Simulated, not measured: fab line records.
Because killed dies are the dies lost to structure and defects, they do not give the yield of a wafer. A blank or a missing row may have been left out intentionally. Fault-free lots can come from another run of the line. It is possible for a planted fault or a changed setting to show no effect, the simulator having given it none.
Split-lot trial    flow n5Finfet    21 wafers read from 7 lots, route of 1938 steps

== THE SPLIT ITSELF ==
At N5_SD_EPI_N_EXPOSE_06 (exposes mask SD N BLK, target cd 120 nm), the setting doseMj was moved away from the recipe's 39.75 on 4 of the 21 wafers read, by -3.9% to +4.8%. The other wafers ran this setting at the recipe's value.

== FROM THE SPLIT TO THE READING: what the file shows between them, 2 steps ==
- N5_SD_EPI_N_PEB_07: peb time 60 s
- N5_SD_EPI_N_DEVELOP_08: develop time 30 s

== THE READING ==
cdNm, in nm, at N5_SD_EPI_N_CD_MEAS_09 (target cd 120 nm). Typical for fault-free wafers on this fab line: 120.0 nm, with standard deviation 0.79 nm.

wafer   tool, chamber at the split  doseMj as run  against the recipe  cdNm, nm  against lot-mates on the recipe
L086.3  arfiScanner-01, 0           39.75          recipe              121.7     -
L086.4  arfiScanner-01, 0           39.75          recipe              121.5     -
L086.6  arfiScanner-01, 0           39.75          recipe              121.0     -
L087.1  arfiScanner-01, 0           38.19          -3.9%               117.0     -3.5
L087.3  arfiScanner-01, 0           39.75          recipe              120.5     -
L087.6  arfiScanner-01, 0           38.19          -3.9%               117.6     -2.9
L088.3  arfiScanner-01, 0           39.75          recipe              120.1     -
L088.4  arfiScanner-01, 0           41.67          +4.8%               123.1     +2.9
L088.5  arfiScanner-01, 0           39.75          recipe              120.2     -
L090.1  arfiScanner-01, 0           39.75          recipe              120.3     -
L090.5  arfiScanner-01, 0           39.75          recipe              119.7     -
L090.6  arfiScanner-01, 0           39.75          recipe              120.9     -
L093.2  arfiScanner-02, 0           39.75          recipe              120.5     -
L093.4  arfiScanner-02, 0           39.75          recipe              119.3     -
L093.5  arfiScanner-02, 0           39.75          recipe              120.6     -
L096.1  arfiScanner-01, 0           39.75          recipe              119.5     -
L096.2  arfiScanner-01, 0           40.82          +2.7%               121.8     +2.2
L096.6  arfiScanner-01, 0           39.75          recipe              119.7     -
L097.4  arfiScanner-03, 0           39.75          recipe              119.9     -
L097.5  arfiScanner-03, 0           39.75          recipe              119.0     -
L097.6  arfiScanner-03, 0           39.75          recipe              119.2     -

FIT RESULTS
A straight line over all 21 wafers: cdNm changes by +0.669 nm for each +1% of doseMj; r = +0.85; the points scatter about the line by 0.73 nm.
The same after taking each lot's own level away (the mean of its wafers on the recipe; 21 wafers): +0.738 nm for each +1%; r = +0.95; scatter 0.41 nm.
Per that fit: largest doseMj move, reading shift of 3.6 nm.
The lots' own levels span 119.37 to 121.40 nm, that is 2.6 times the standard deviation above.
The two slopes agree, so the slope changes little with the lot-to-lot level.
Check: with one of the wafers moved furthest among these (+4.8%) left out of the fit, the line predicts +3.94 nm for it against its lot-mates. It came out at +2.95 nm against them.

== OTHER SPLITS ON THESE WAFERS ==
Other splits were also applied to these wafers ahead of the reading. Each is held against what the fit with the lots' levels taken away leaves over:
other split on the same wafers           wafers away from the commonest value  r with cdNm (lot level and that fit taken away)
N5_ZERO_LAYER_EXPOSE_08 doseMj           10                                    +0.17
N5_PMOS_HMC_CHANNEL_EPI_PEB_07 pebTempC  4                                     +0.02
N5_FIN_CUT_COAT_19 spinRpm               3                                     -0.04
N5_FIN_CUT_EXPOSE_05 doseMj              6                                     -0.04
N5_DUMMY_GATE_DESCUM_20 timeS            10                                    -0.44
N5_DUMMY_GATE_ETCH_31 targetDepthA       7                                     +0.13

== THE FILE'S OWN FIT ==
cdNm changes by +0.716 nm for each +1% of doseMj, r = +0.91.
